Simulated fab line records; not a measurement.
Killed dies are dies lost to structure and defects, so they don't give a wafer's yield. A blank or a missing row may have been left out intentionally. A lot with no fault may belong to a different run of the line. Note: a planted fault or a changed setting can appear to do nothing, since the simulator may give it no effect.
fab line records + flow n5-finfet
record
- lots=7
- wafers=39
route steps=1938 shown FIN_SAQP@100 SD_EPI_N@288 SD_EPI_P@323
start-h: the number of hours between the record's first day and the start of the first shown wafer of the lot + wait-h: hours from the lot's prior step to this one + " same as the row above + L1.1+2: one row covering several wafers at once + - value missing, or start not given + * or withheld: withheld + < > ~ a bound
route shown NAME@n: a module of which the file shows steps, and the number in the route of the first + usual: the fault-free wafers' mean and standard deviation + same: alike in all rows + chamber/n: place in a boat + sites: the reading at each site + _std_site: how widely they spread, as a standard deviation + _edge_site: inner sites' mean taken away from outer sites' mean + radius-mm: how far each site lies from the wafer's centre + mask NAME#n: copy n + behind: the tool/chamber that last shaped the wafer + hold: reason for holding the lot/hours on hold/outcome of the hold + device: names the non-switching transistor (n, p or np) + end of line: tests of these same wafers at the route's end + a step without rows: its recipe alone + killed: not the wafer's yield, but the dies lost to structure and defects at the first sort + map: shows each die of a wafer: x if killed, . if not, _ if none is there
set.NAME: the setting the step ran with; set.NAME@STEP: the setting that earlier step ran with + model.NAME: the simulator's own value behind a step, which no gauge read
lots with deliberately changed settings; one table per step, one row per wafer
## steps
# step N5_FIN_SAQP_PECVD_06
# recipe
- material=a-Si
- target-thk-a=600
- temp-c=400
- precursor=SiH4/He
- pressure-torr=3
- rf-w=100
- time-s=48.1
| lot.wafer | tool     | chamber | start-h | wait-h | set.time-s | model.a-Si_of_FIN_SAQP_PECVD_06.thk-nm |
|-----------|----------|---------|---------|--------|------------|----------------------------------------|
| L080.1    | pecvd-01 | 1       | 56.76   | 0.1    | 48.1       | 59.01                                  |
| L080.2    | "        | 1       | "       | "      | 56.34      | 69.81                                  |
| L080.3    | "        | 1       | "       | "      | 56.34      | 69.64                                  |
| L080.4    | "        | 1       | "       | "      | 48.1       | 59.74                                  |
| L080.5    | "        | 1       | "       | "      | 56.34      | 69.5                                   |
| L080.6    | "        | 1       | "       | "      | 48.1       | 59.06                                  |
| L082.1    | pecvd-04 | 2       | 69.91   | 0.0    | 48.1       | 58.8                                   |
| L082.2    | "        | 0       | "       | "      | 33.22      | 41.35                                  |
| L082.3    | "        | 1       | "       | "      | 48.1       | 59.15                                  |
| L082.4    | "        | 1       | "       | "      | 33.22      | 41.27                                  |
| L082.5    | "        | 0       | "       | "      | 33.22      | 41.8                                   |
| L082.6    | "        | 2       | "       | "      | 48.1       | 59.68                                  |
| L088.1    | pecvd-03 | 2       | 104.98  | 0.0    | 48.1       | 58.88                                  |
| L088.2    | "        | 1       | "       | "      | 48.1       | 59.42                                  |
| L088.3    | "        | 0       | "       | "      | 48.1       | 59.4                                   |
| L088.4    | "        | 0       | "       | "      | 48.1       | 60.53                                  |
| L088.5    | "        | 1       | "       | "      | 48.1       | 60.44                                  |
| L088.6    | "        | 2       | "       | "      | 48.1       | 59.21                                  |
| L092.2    | pecvd-04 | 1       | 129.69  | 0.0    | 48.1       | 59.51                                  |
| L092.3    | "        | 2       | "       | "      | 48.1       | 59                                     |
| L092.6    | "        | 1       | "       | "      | 48.1       | 59.7                                   |
| L094.1    | pecvd-01 | 2       | 140.65  | 0.0    | 48.1       | 60.67                                  |
| L094.2    | "        | 1       | "       | "      | 57.67      | 70.78                                  |
| L094.3    | "        | 0       | "       | "      | 48.1       | 60.5                                   |
| L094.4    | "        | 1       | "       | "      | 57.67      | 73.15                                  |
| L094.5    | "        | 0       | "       | "      | 48.1       | 61.34                                  |
| L094.6    | "        | 2       | "       | "      | 57.67      | 75.04                                  |
| L095.1    | pecvd-03 | 1       | 146.71  | 0.0    | 48.1       | 59.5                                   |
| L095.2    | "        | 2       | "       | "      | 48.1       | 59.31                                  |
| L095.3    | "        | 0       | "       | "      | 55.87      | 70.19                                  |
| L095.4    | "        | 0       | "       | "      | 48.1       | 60.54                                  |
| L095.5    | "        | 2       | "       | "      | 55.87      | 69.43                                  |
| L095.6    | "        | 1       | "       | "      | 55.87      | 70.05                                  |
| L097.1    | pecvd-04 | 2       | 158.99  | 0.0    | 24.31      | 27.61                                  |
| L097.2    | "        | 1       | "       | "      | 48.1       | 58.35                                  |
| L097.3    | "        | 0       | "       | "      | 24.31      | 30.62                                  |
| L097.4    | "        | 1       | "       | "      | 24.31      | 28.81                                  |
| L097.5    | "        | 2       | "       | "      | 48.1       | 58.75                                  |
| L097.6    | "        | 0       | "       | "      | 48.1       | 61.46                                  |
# step N5_FIN_SAQP_THK_MEAS_07
# usual
- thk-nm=59.9/1
| lot.wafer | tool          | chamber | start-h | wait-h | set.time-s@FIN_SAQP_PECVD_06 | thk-nm |
|-----------|---------------|---------|---------|--------|------------------------------|--------|
| L080.1    | film-metro-01 | -       | 56.96   | 0.2    | 48.1                         | 59.0   |
| L080.2    | "             | -       | "       | "      | 56.34                        | 69.8   |
| L080.3    | "             | -       | "       | "      | 56.34                        | 69.7   |
| L080.4    | "             | -       | "       | "      | 48.1                         | 59.8   |
| L080.5    | "             | -       | "       | "      | 56.34                        | 69.4   |
| L080.6    | "             | -       | "       | "      | 48.1                         | 59.1   |
| L082.1    | film-metro-01 | -       | 70.00   | 0.1    | 48.1                         | 58.7   |
| L082.2    | "             | -       | "       | "      | 33.22                        | 41.4   |
| L082.3    | "             | -       | "       | "      | 48.1                         | 59.2   |
| L082.4    | "             | -       | "       | "      | 33.22                        | 41.2   |
| L082.5    | "             | -       | "       | "      | 33.22                        | 41.8   |
| L082.6    | "             | -       | "       | "      | 48.1                         | 59.7   |
| L088.1    | film-metro-02 | -       | 105.07  | 0.1    | 48.1                         | 58.8   |
| L088.2    | "             | -       | "       | "      | 48.1                         | 59.4   |
| L088.3    | "             | -       | "       | "      | 48.1                         | 59.4   |
| L088.4    | "             | -       | "       | "      | 48.1                         | 60.5   |
| L088.5    | "             | -       | "       | "      | 48.1                         | 60.5   |
| L088.6    | "             | -       | "       | "      | 48.1                         | 59.2   |
| L092.2    | film-metro-02 | -       | 129.78  | 0.1    | 48.1                         | 59.5   |
| L092.3    | "             | -       | "       | "      | 48.1                         | 59.0   |
| L092.6    | "             | -       | "       | "      | 48.1                         | 59.8   |
| L094.1    | film-metro-02 | -       | 140.74  | 0.1    | 48.1                         | 60.7   |
| L094.2    | "             | -       | "       | "      | 57.67                        | 70.8   |
| L094.3    | "             | -       | "       | "      | 48.1                         | 60.6   |
| L094.4    | "             | -       | "       | "      | 57.67                        | 73.2   |
| L094.5    | "             | -       | "       | "      | 48.1                         | 61.4   |
| L094.6    | "             | -       | "       | "      | 57.67                        | 75.0   |
| L095.1    | film-metro-01 | -       | 146.80  | 0.1    | 48.1                         | 59.6   |
| L095.2    | "             | -       | "       | "      | 48.1                         | 59.3   |
| L095.3    | "             | -       | "       | "      | 55.87                        | 70.2   |
| L095.4    | "             | -       | "       | "      | 48.1                         | 60.5   |
| L095.5    | "             | -       | "       | "      | 55.87                        | 69.4   |
| L095.6    | "             | -       | "       | "      | 55.87                        | 70.1   |
| L097.1    | film-metro-02 | -       | 159.08  | 0.1    | 24.31                        | 27.6   |
| L097.2    | "             | -       | "       | "      | 48.1                         | 58.3   |
| L097.3    | "             | -       | "       | "      | 24.31                        | 30.6   |
| L097.4    | "             | -       | "       | "      | 24.31                        | 28.8   |
| L097.5    | "             | -       | "       | "      | 48.1                         | 58.8   |
| L097.6    | "             | -       | "       | "      | 48.1                         | 61.4   |
# step N5_FIN_SAQP_HM_DEP_72
# recipe
- material=SiO2
- target-thk-a=120
- temp-c=400
- precursor=SiH4/N2O
- pressure-torr=0.75
- rf-w=275
- time-s=7.2
# step N5_FIN_SAQP_COAT_49
# recipe
- resist=SOC
- temp-c=250
- time-s=60
- spin-rpm=1500
- resist-thk-nm=100
# step N5_FIN_SAQP_HM_OPEN_73
# recipe
- chemistry=CHF3/O2
- target=SiO2
- stop-on=a-Si
- target-depth-a=120
- over-etch-frac=1.8
- mask-material=SOC
- time-s=16.8
- pressure-mtorr=30
- source-w=650
- bias-w=170
- Ar_flow_sccm=200
- CHF3_flow_sccm=50
- O2_flow_sccm=5
- ion-energy-ev=200
- ends=end-point
# step N5_FIN_SAQP_STRIP_74
# recipe
- chemistry=CHF3/O2
- resist=SiARC
- rf-frequency-hz=6e+07
# step N5_FIN_SAQP_MANDREL_ETCH_22
# recipe
- target-depth-a=600
- chemistry=HBr/Cl2
- target=a-Si
- stop-on=SiNx
- bt-time-s=10
- over-etch-frac=0.5
- time-s=30
- pressure-mtorr=10
- icp-w=800
- bias-w=75
- HBr_flow_sccm=150
- Cl2_flow_sccm=80
- ends=end-point
# usual
- oes-product-au=0.764/0.017
| lot.wafer | tool      | chamber | start-h | wait-h | set.time-s@FIN_SAQP_PECVD_06 | oes-product-au | model.etch.depth-nm |
|-----------|-----------|---------|---------|--------|------------------------------|----------------|---------------------|
| L080.1    | rie-si-06 | 2       | 57.91   | 0.0    | 48.1                         | 0.781          | 59.01               |
| L080.2    | "         | 0       | "       | "      | 56.34                        | 0.823          | 69.72               |
| L080.3    | "         | 3       | "       | "      | 56.34                        | 0.849          | 69.63               |
| L080.4    | "         | 1       | "       | "      | 48.1                         | 0.767          | 59.69               |
| L080.5    | "         | 0       | "       | "      | 56.34                        | 0.838          | 69.44               |
| L080.6    | "         | 3       | "       | "      | 48.1                         | 0.771          | 59.05               |
| L082.1    | rie-si-01 | 1       | 70.86   | 0.0    | 48.1                         | 0.777          | 58.74               |
| L082.2    | "         | 2       | "       | "      | 33.22                        | 0.606          | 41.26               |
| L082.3    | "         | 3       | "       | "      | 48.1                         | 0.742          | 59.13               |
| L082.4    | "         | 0       | "       | "      | 33.22                        | 0.634          | 41.27               |
| L082.5    | "         | 1       | "       | "      | 33.22                        | 0.646          | 41.72               |
| L082.6    | "         | 2       | "       | "      | 48.1                         | 0.745          | 59.67               |
| L088.1    | rie-si-06 | 3       | 106.15  | 0.0    | 48.1                         | 0.767          | 58.87               |
| L088.2    | "         | 0       | "       | "      | 48.1                         | 0.756          | 59.42               |
| L088.3    | "         | 1       | "       | "      | 48.1                         | 0.759          | 59.32               |
| L088.4    | "         | 2       | "       | "      | 48.1                         | 0.794          | 60.53               |
| L088.5    | "         | 0       | "       | "      | 48.1                         | 0.759          | 60.43               |
| L088.6    | "         | 1       | "       | "      | 48.1                         | 0.757          | 59.21               |
| L092.2    | rie-si-01 | 0       | 130.79  | 0.0    | 48.1                         | 0.759          | 59.51               |
| L092.3    | "         | 3       | "       | "      | 48.1                         | 0.739          | 59                  |
| L092.6    | "         | 2       | "       | "      | 48.1                         | 0.747          | 59.62               |
| L094.1    | rie-si-01 | 1       | 141.60  | 0.0    | 48.1                         | 0.787          | 60.58               |
| L094.2    | "         | 3       | "       | "      | 57.67                        | 0.836          | 70.77               |
| L094.3    | "         | 2       | "       | "      | 48.1                         | 0.751          | 60.5                |
| L094.4    | "         | 0       | "       | "      | 57.67                        | 0.865          | 73.1                |
| L094.5    | "         | 3       | "       | "      | 48.1                         | 0.755          | 61.28               |
| L094.6    | "         | 2       | "       | "      | 57.67                        | 0.857          | 75.03               |
| L095.1    | rie-si-06 | 3       | 147.78  | 0.0    | 48.1                         | 0.772          | 59.5                |
| L095.2    | "         | 1       | "       | "      | 48.1                         | 0.767          | 59.3                |
| L095.3    | "         | 2       | "       | "      | 55.87                        | 0.866          | 70.11               |
| L095.4    | "         | 0       | "       | "      | 48.1                         | 0.761          | 60.54               |
| L095.5    | "         | 3       | "       | "      | 55.87                        | 0.847          | 69.43               |
| L095.6    | "         | 0       | "       | "      | 55.87                        | 0.828          | 69.97               |
| L097.1    | rie-si-01 | 0       | 159.95  | 0.0    | 24.31                        | 0.518          | 27.61               |
| L097.2    | "         | 2       | "       | "      | 48.1                         | 0.729          | 58.34               |
| L097.3    | "         | 3       | "       | "      | 24.31                        | 0.527          | 30.62               |
| L097.4    | "         | 1       | "       | "      | 24.31                        | 0.537          | 28.73               |
| L097.5    | "         | 2       | "       | "      | 48.1                         | 0.735          | 58.75               |
| L097.6    | "         | 3       | "       | "      | 48.1                         | 0.761          | 61.38               |
# step N5_SD_EPI_N_EPI_21
# recipe
- material=Si:P
- dopant=P
- temp-c=680
- pressure-torr=255
- time-s=690
| lot.wafer  | tool         | chamber | start-h | wait-h | set.time-s | model.Si-P_of_SD_EPI_N_EPI_21.thk-nm |
|------------|--------------|---------|---------|--------|------------|--------------------------------------|
| L080.1+2+5 | epi-rpcvd-02 | 0       | 88.02   | 0.1    | 690        | 58.2                                 |
| L080.3     | "            | 0       | "       | "      | 690        | 58.8                                 |
| L080.4     | "            | 0       | "       | "      | 690        | 58.6                                 |
| L080.6     | "            | 0       | "       | "      | 690        | 57.6                                 |
| L082.1+5   | epi-rpcvd-02 | 0       | 98.87   | 0.1    | 690        | 60                                   |
| L082.2     | "            | 0       | "       | "      | 346.6      | 32.8                                 |
| L082.3     | "            | 0       | "       | "      | 346.6      | 32.4                                 |
| L082.4     | "            | 0       | "       | "      | 346.6      | 32.2                                 |
| L082.6     | "            | 0       | "       | "      | 690        | 59.6                                 |
| L088.1     | epi-rpcvd-03 | 0       | 133.75  | 0.1    | 690        | 59.2                                 |
| L088.2+5+6 | "            | 0       | "       | "      | 690        | 58.8                                 |
| L088.3     | "            | 0       | "       | "      | 690        | 59                                   |
| L088.4     | "            | 0       | "       | "      | 690        | 59.8                                 |
| L092.2     | epi-rpcvd-03 | 0       | 158.55  | 0.5    | 690        | 58.6                                 |
| L092.3     | "            | 0       | "       | "      | 690        | 58.4                                 |
| L092.6     | "            | 0       | 160.04  | 1.9    | 690        | 59.2                                 |
| L094.1     | epi-rpcvd-02 | 0       | 170.67  | 0.1    | 1062       | 80                                   |
| L094.2     | "            | 0       | "       | "      | 690        | 58.8                                 |
| L094.3     | "            | 0       | "       | "      | 1062       | 78.4                                 |
| L094.4     | "            | 0       | "       | "      | 1062       | 79.8                                 |
| L094.5     | "            | 0       | "       | "      | 690        | 59.2                                 |
| L094.6     | "            | 0       | "       | "      | 690        | 58.4                                 |
| L095.1     | epi-rpcvd-03 | 0       | 174.78  | 0.1    | 796.8      | 66.8                                 |
| L095.2+4   | "            | 0       | "       | "      | 690        | 59.2                                 |
| L095.3     | "            | 0       | "       | "      | 690        | 59.4                                 |
| L095.5     | "            | 0       | "       | "      | 796.8      | 66.2                                 |
| L095.6     | "            | 0       | "       | "      | 796.8      | 66                                   |
| L097.1     | epi-rpcvd-01 | 0       | 192.26  | 0.2    | 690        | 58.2                                 |
| L097.2     | "            | 0       | "       | "      | 1084       | 80                                   |
| L097.3     | "            | 0       | "       | "      | 1084       | 80.4                                 |
| L097.4     | "            | 0       | "       | "      | 1084       | 80.8                                 |
| L097.5     | "            | 0       | "       | "      | 690        | 59.2                                 |
| L097.6     | "            | 0       | "       | "      | 690        | 58.8                                 |
# step N5_SD_EPI_N_EPI_MEAS_23
# recipe
- mode=xrd
# usual
- thk-nm=59.1/1.2
| lot.wafer | tool          | chamber | start-h | wait-h | set.time-s@SD_EPI_N_EPI_21 | thk-nm |
|-----------|---------------|---------|---------|--------|----------------------------|--------|
| L080.1    | film-metro-02 | -       | 89.73   | 1.4    | 690                        | 58.2   |
| L080.2    | "             | -       | "       | "      | 690                        | 56.1   |
| L080.3    | "             | -       | "       | "      | 690                        | 58.7   |
| L080.4    | "             | -       | "       | "      | 690                        | 57.8   |
| L080.5    | "             | -       | "       | "      | 690                        | 57.8   |
| L080.6    | "             | -       | "       | "      | 690                        | 56.8   |
| L082.1    | film-metro-01 | -       | 100.59  | 1.4    | 690                        | 59.6   |
| L082.2    | "             | -       | "       | "      | 346.6                      | 31.8   |
| L082.3    | "             | -       | "       | "      | 346.6                      | 33.7   |
| L082.4    | "             | -       | "       | "      | 346.6                      | 33.2   |
| L082.5    | "             | -       | "       | "      | 690                        | 59.9   |
| L082.6    | "             | -       | "       | "      | 690                        | 60.2   |
| L088.1    | film-metro-02 | -       | 135.47  | 1.4    | 690                        | 57.7   |
| L088.2    | "             | -       | "       | "      | 690                        | 57.8   |
| L088.3    | "             | -       | "       | "      | 690                        | 59.0   |
| L088.4    | "             | -       | "       | "      | 690                        | 60.7   |
| L088.5    | "             | -       | "       | "      | 690                        | 56.4   |
| L088.6    | "             | -       | "       | "      | 690                        | 58.9   |
| L092.2    | film-metro-01 | -       | 160.45  | 1.5    | 690                        | 59.1   |
| L092.3    | "             | -       | "       | "      | 690                        | 59.4   |
| L092.6    | "             | -       | "       | "      | 690                        | 59.0   |
| L094.1    | film-metro-01 | -       | 172.38  | 1.4    | 1062                       | 81.9   |
| L094.2    | "             | -       | "       | "      | 690                        | 57.8   |
| L094.3    | "             | -       | "       | "      | 1062                       | 78.7   |
| L094.4    | "             | -       | "       | "      | 1062                       | 80.8   |
| L094.5    | "             | -       | "       | "      | 690                        | 60.6   |
| L094.6    | "             | -       | "       | "      | 690                        | 58.9   |
| L095.1    | film-metro-02 | -       | 176.50  | 1.4    | 796.8                      | 67.0   |
| L095.2    | "             | -       | "       | "      | 690                        | 59.3   |
| L095.3    | "             | -       | "       | "      | 690                        | 62.6   |
| L095.4    | "             | -       | "       | "      | 690                        | 58.2   |
| L095.5    | "             | -       | "       | "      | 796.8                      | 67.4   |
| L095.6    | "             | -       | "       | "      | 796.8                      | 66.3   |
| L097.1    | film-metro-02 | -       | 194.54  | 1.9    | 690                        | 58.2   |
| L097.2    | "             | -       | "       | "      | 1084                       | 81.0   |
| L097.3    | "             | -       | "       | "      | 1084                       | 81.2   |
| L097.4    | "             | -       | "       | "      | 1084                       | 80.5   |
| L097.5    | "             | -       | "       | "      | 690                        | 58.8   |
| L097.6    | "             | -       | "       | "      | 690                        | 57.5   |
# step N5_SD_EPI_N_PRECLEAN_24
# recipe
- chemistry=O3/DIW
- time-s=60
- temp-c=22
- o3-ppm=10
# step N5_SD_EPI_N_SRD_25
# recipe
- time-s=30
- temp-c=23
- rinse-liquid=diw
- dry=ipa-marangoni
# step N5_SD_EPI_P_HM_STRIP_48
# recipe
- chemistry=H3PO4
- temp-c=160
- material=SiNx
- target=SiNx
- target-depth-a=30
- overetch-fraction=0.3
# step N5_SD_EPI_P_SRD_49
# recipe
- dry=ipa-marangoni
- time-s=30
- temp-c=23
- rinse-liquid=diw
# step N5_SD_EPI_P_PRECLEAN_24
# recipe
- chemistry=O3/DIW
- time-s=45
- temp-c=22
- o3-ppm=10
| lot.wafer  | tool         | chamber | start-h | wait-h | set.time-s@SD_EPI_N_EPI_21 | model.Si-P_of_SD_EPI_N_EPI_21.thk-nm |
|------------|--------------|---------|---------|--------|----------------------------|--------------------------------------|
| L080.1+2+5 | wet-bench-06 | 5,6,4   | 94.97   | 0.0    | 690                        | 57.4                                 |
| L080.3     | "            | 0       | "       | "      | 690                        | 58                                   |
| L080.4     | "            | 7       | "       | "      | 690                        | 57.8                                 |
| L080.6     | "            | 3       | "       | "      | 690                        | 56.8                                 |
| L082.1+5   | wet-bench-06 | 5,4     | 105.29  | 0.0    | 690                        | 59.2                                 |
| L082.2     | "            | 7       | "       | "      | 346.6                      | 32.2                                 |
| L082.3+4   | "            | 1,0     | "       | "      | 346.6                      | 31.8                                 |
| L082.6     | "            | 6       | "       | "      | 690                        | 58.8                                 |
| L088.1+3   | wet-bench-03 | 2,4     | 140.32  | 0.0    | 690                        | 58.2                                 |
| L088.2+6   | "            | 7,1     | "       | "      | 690                        | 57.8                                 |
| L088.4     | "            | 0       | "       | "      | 690                        | 59                                   |
| L088.5     | "            | 3       | "       | "      | 690                        | 58                                   |
| L092.2     | wet-bench-03 | 6       | 165.21  | 0.0    | 690                        | 57.8                                 |
| L092.3     | "            | 7       | "       | "      | 690                        | 57.6                                 |
| L092.6     | "            | 2       | "       | "      | 690                        | 58.4                                 |
| L094.1+4   | wet-bench-01 | 3,2     | 176.96  | 0.0    | 1062                       | 78.8                                 |
| L094.2     | "            | 0       | "       | "      | 690                        | 58                                   |
| L094.3     | "            | 7       | "       | "      | 1062                       | 77.2                                 |
| L094.5     | "            | 1       | "       | "      | 690                        | 58.4                                 |
| L094.6     | "            | 6       | "       | "      | 690                        | 57.6                                 |
| L095.1     | wet-bench-03 | 5       | 181.26  | 0.0    | 796.8                      | 65.8                                 |
| L095.2+4   | "            | 1,7     | "       | "      | 690                        | 58.4                                 |
| L095.3     | "            | 0       | "       | "      | 690                        | 58.6                                 |
| L095.5+6   | "            | 4,6     | "       | "      | 796.8                      | 65.2                                 |
| L097.1     | wet-bench-01 | 6       | 199.12  | 0.0    | 690                        | 57.4                                 |
| L097.2     | "            | 0       | "       | "      | 1084                       | 79                                   |
| L097.3     | "            | 7       | "       | "      | 1084                       | 79.2                                 |
| L097.4     | "            | 4       | "       | "      | 1084                       | 79.6                                 |
| L097.5     | "            | 1       | "       | "      | 690                        | 58.4                                 |
| L097.6     | "            | 5       | "       | "      | 690                        | 58                                   |
## key
split
- step=N5_FIN_SAQP_PECVD_06
- setting=time-s
- stated=48.1
- by=wafer
response
- step=N5_FIN_SAQP_PECVD_06
- reading=model.a-Si_of_FIN_SAQP_PECVD_06.thk-nm
- change=+0.606
- per=1%
- r=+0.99
response
- step=N5_FIN_SAQP_THK_MEAS_07
- reading=thk-nm
- change=*
- per=1%
- r=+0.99
response
- step=N5_FIN_SAQP_MANDREL_ETCH_22
- reading=oes-product-au
- change=+0.00429
- per=1%
- r=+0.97
response
- step=N5_FIN_SAQP_MANDREL_ETCH_22
- reading=model.etch.depth-nm
- change=+0.606
- per=1%
- r=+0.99
split
- step=N5_SD_EPI_N_EPI_21
- setting=time-s
- stated=690
- by=wafer
response
- step=N5_SD_EPI_N_EPI_21
- reading=model.Si-P_of_SD_EPI_N_EPI_21.thk-nm
- change=+0.43
- per=1%
- r=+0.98
response
- step=N5_SD_EPI_N_EPI_MEAS_23
- reading=thk-nm
- change=*
- per=1%
- r=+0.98
response
- step=N5_SD_EPI_P_PRECLEAN_24
- reading=model.Si-P_of_SD_EPI_N_EPI_21.thk-nm
- change=+0.424
- per=1%
- r=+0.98
